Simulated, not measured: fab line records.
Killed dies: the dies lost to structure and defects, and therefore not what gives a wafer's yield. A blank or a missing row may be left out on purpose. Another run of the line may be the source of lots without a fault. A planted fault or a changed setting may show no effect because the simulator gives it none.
Matching of chambers | flow n5Finfet | N5_BEOL_M0_ETCH_128 on rieDiel-06 has 4 sister chambers
The step etches SiCN in CF4/N2, target depth 12 nm, overetch 5.1 nm, time 21.4 s. 8 wafers are shown with their chamber, then 8 later ones without.

WAFERS, EACH WITH ITS CHAMBER
wafer  | chamber | throttleValvePct (%) | oesProductAu (a.u.)
L075.5 | 1       | 15.50                | 0.65
L079.1 | 3       | 15.33                | 0.60
L079.4 | 2       | 15.69                | 0.52
L079.5 | 2       | 15.67                | 0.51
L080.3 | 0       | 15.63                | 0.54
L080.4 | 0       | 15.60                | 0.46
L080.5 | 1       | 15.53                | 0.62
L083.2 | 3       | 15.36                | 0.58

WAFERS WHOSE CHAMBER IS MISSING
wafer  | throttleValvePct (%) | oesProductAu (a.u.)
L083.3 | 15.54                | 0.61
L083.5 | 15.37                | 0.58
L090.4 | 15.39                | 0.57
L090.5 | 15.13                | 0.64
L090.6 | 15.41                | 0.56
L092.1 | 15.58                | 0.60
L092.2 | 15.72                | 0.50
L092.3 | 15.40                | 0.57

WHICH CHAMBER EACH WENT THROUGH
wafer  | from the rows above     | in truth
L083.3 | 1                       | 1
L083.5 | 3                       | 3
L090.4 | 3                       | 3
L090.5 | 3                       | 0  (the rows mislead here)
L090.6 | 3                       | 3
L092.1 | can't be placed: 1 or 0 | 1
L092.2 | 2                       | 2
L092.3 | 3                       | 3
Correctly placed: 6 of 8. Not placeable from these rows: 1 (in 1, the candidates include the true chamber). Placed wrongly: 1.
How it was worked out, from the rows above alone: a wafer's distance from a chamber is the root of the sum, over the readings, of the square of ((its reading less the chamber's mean) divided by the reading's scatter). The wafer belongs to the nearest chamber; if the next one is less than 2 further off, it can't be placed. A chamber's mean is the mean of its shown wafers. The scatter is the square root of a quotient: the sum, over the shown wafers, of each reading's squared deviation from its chamber's mean, divided by wafers minus chambers.
